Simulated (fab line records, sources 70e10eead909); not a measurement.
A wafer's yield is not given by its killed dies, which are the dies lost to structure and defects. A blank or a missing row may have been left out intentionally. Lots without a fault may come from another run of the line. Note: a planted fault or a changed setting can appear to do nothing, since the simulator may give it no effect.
Matching of chambers ; flow nand_harc ; NHARC_P_ZERO_WELL_DESCUM_54 on rie_diel-03 has 4 sister chambers
The step chemistry O2, time 3 s. 4 wafers are shown with their chamber, then 12 later ones without.

== WAFERS PAIRED WITH THEIR CHAMBERS ==
wafer;chamber;showerhead_plenum_p_Torr (Torr)
L090.3;0;1.91
L091.1;2;2.05
L091.2;1;1.90
L091.4;3;2.01

== WAFERS WITH NO CHAMBER GIVEN ==
wafer;showerhead_plenum_p_Torr (Torr)
L093.4;1.91
L093.5;1.91
L093.6;1.89
L095.1;2.01
L095.4;2.05
L095.6;2.05
L096.2;2.01
L096.5;2.04
L096.6;1.89
L097.2;2.04
L097.3;2.01
L097.5;1.89

== THE CHAMBER EACH PASSED THROUGH ==
wafer;from the rows above;in truth
L093.4;can't be placed: 0 or 1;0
L093.5;can't be placed: 0 or 1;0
L093.6;can't be placed: 1 or 0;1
L095.1;3;3
L095.4;2;2
L095.6;2;2
L096.2;3;3
L096.5;2;2
L096.6;can't be placed: 1 or 0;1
L097.2;2;2
L097.3;3;3
L097.5;can't be placed: 1 or 0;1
Correct placement for 7 of the 12. Not placeable from these rows: 5 (in 5, the candidates include the true chamber). Wrongly placed: 0.
How it was worked out, from the rows above alone: a wafer's distance from a chamber is the root of the sum, over the readings, of the square of ((its reading less the chamber's mean) divided by the reading's scatter). The wafer belongs to the nearest chamber; if the next one is less than 2 further off, it can't be placed. For every chamber, the mean is computed from those of its wafers that are shown. The scatter: with one shown wafer a chamber, the root of the mean of the squares of how far each hidden wafer lies from its nearest shown one.
